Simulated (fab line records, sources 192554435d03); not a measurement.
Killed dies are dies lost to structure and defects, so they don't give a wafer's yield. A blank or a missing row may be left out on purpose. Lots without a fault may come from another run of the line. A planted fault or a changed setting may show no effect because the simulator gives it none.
Split-lot experiment | flow n5_finfet | 7 lots, 21 wafers read, on a route of 1938 steps

THE SPLIT
At N5_BEOL_M5_ILD_DEP_00 (deposits SiCOH lowk from DEMS/porogen, target thk 140.64 nm, time 25.9 s), the setting time_s was moved away from the recipe's 25.9 s on 8 of the 21 wafers read, by -9.8% to +13.9%. The other wafers ran this setting at the recipe's value.

FROM THE SPLIT TO THE READING: what the file shows between them, 1 step
- N5_BEOL_M5_CURE_79: cures SiCOH lowk, time 240 s

THE READING
M5_ILD_THK, in nm, at N5_BEOL_M5_THK_MEAS_01. Fault-free wafers of this fab line usually give 120.8 nm, standard deviation 1.8 nm.

wafer  | tool, chamber at the split | time_s as run, s | against the recipe | M5_ILD_THK, nm | against lot-mates on the recipe
L076.2 | pecvd-04, 1                | 24.33            | -6.1%              | 113.1          | -10.3
L076.4 | pecvd-04, 0                | 24.33            | -6.1%              | 113.8          | -9.6
L076.5 | pecvd-04, 1                | 25.9             | recipe             | 123.4          | -
L086.1 | pecvd-02, 1                | 25.9             | recipe             | 117.2          | -
L086.5 | pecvd-02, 2                | 23.37            | -9.8%              | 112.1          | -7.2
L086.6 | pecvd-02, 0                | 25.9             | recipe             | 121.3          | -
L085.1 | pecvd-02, 0                | 25.9             | recipe             | 121.1          | -
L085.2 | pecvd-02, 1                | 25.9             | recipe             | 120.4          | -
L085.4 | pecvd-02, 0                | 25.9             | recipe             | 124.4          | -
L087.1 | pecvd-04, 0                | 25.9             | recipe             | 120.4          | -
L087.4 | pecvd-04, 2                | 28.6             | +10.4%             | 133.9          | +12.7
L087.6 | pecvd-04, 0                | 25.9             | recipe             | 122.0          | -
L091.2 | pecvd-02, 0                | 29.51            | +13.9%             | 136.4          | +15.8
L091.3 | pecvd-02, 1                | 29.51            | +13.9%             | 134.2          | +13.6
L091.4 | pecvd-02, 1                | 25.9             | recipe             | 120.6          | -
L095.1 | pecvd-04, 1,0              | 25.9             | recipe             | 120.6          | -
L095.3 | pecvd-04, 2                | 25.9             | recipe             | 119.9          | -
L095.4 | pecvd-04, 1,0              | 25.9             | recipe             | 120.8          | -
L096.2 | pecvd-02, 0,1              | 27.06            | +4.5%              | 124.6          | +5.2
L096.3 | pecvd-02, 0,1              | 27.06            | +4.5%              | 124.5          | +5.1
L096.5 | pecvd-02, 1                | 25.9             | recipe             | 119.4          | -
Where a row lists several chambers, the file gives one row for several wafers and doesn't say which wafer went through which chamber.

THE FIT
A straight line over all 21 wafers: M5_ILD_THK changes by +1.06 nm for each +1% of time_s; r = +0.97; the points scatter about the line by 1.6 nm.
The same after taking each lot's own level away (the mean of its wafers on the recipe; 21 wafers): +1.11 nm for each +1%; r = +0.97; scatter 1.8 nm.
On that fit, the largest move of time_s shifts the reading by 15 nm.
The lots' own levels span 119.25 to 123.40 nm, that is 2.3 times the standard deviation above.
So the lot-to-lot level changes the slope little: the two slopes agree.
Check: with one of the wafers moved furthest among these (+13.9%) left out of the fit, the line predicts +15.1 nm for it against its lot-mates. It came out at +15.8 nm against them.

OTHER SPLITS ON THESE WAFERS
These wafers also went through other splits before the reading. Each is held against what the fit with the lots' levels taken away leaves over:
other split on the same wafers    | wafers away from the commonest value | r with M5_ILD_THK (lot level and that fit taken away)
N5_BEOL_M0_SAQP_DESCUM_45 time_s  | 10                                   | +0.25
N5_BEOL_M1_HM_DEP_02 target_thk_a | 3                                    | -0.04
N5_BEOL_M1_EXPOSE_08 dose_mj      | 10                                   | -0.07
N5_BEOL_M1_ETCH_64 bias_w         | 10                                   | +0.35
N5_BEOL_M2_DESCUM_33 time_s       | 3                                    | -0.38
N5_BEOL_M3_ETCH_64 time_s         | 6                                    | -0.20
N5_BEOL_M4_COAT_73 spin_rpm       | 6                                    | +0.06
N5_BEOL_M4_COAT_05 spin_rpm       | 4                                    | -0.09

THE WHOLE CHAIN: every reading that the file lists as answering this split, in the file's order
step                   | what it does                                                             | reading                                                                                  | change (the file's fit)              | r (the file's)
N5_BEOL_M5_ILD_DEP_00  | deposits SiCOH lowk from DEMS/porogen, target thk 140.64 nm, time 25.9 s | SiCOH_lowk_of_BEOL_M5_ILD_DEP_00.thk_nm (the simulator's own value, which no gauge read) | +1.24 nm for each +1% of the setting | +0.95
N5_BEOL_M5_CURE_79     | cures SiCOH lowk, time 240 s                                             | SiCOH_lowk_of_BEOL_M5_ILD_DEP_00.thk_nm (the simulator's own value, which no gauge read) | +1.08 nm for each +1% of the setting | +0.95
N5_BEOL_M5_THK_MEAS_01 |                                                                          | M5_ILD_THK                                                                               | +1.07 for each +1% of the setting    | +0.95

THE FILE'S OWN FIT
M5_ILD_THK changes by +1.07 nm for each +1% of time_s, r = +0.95.
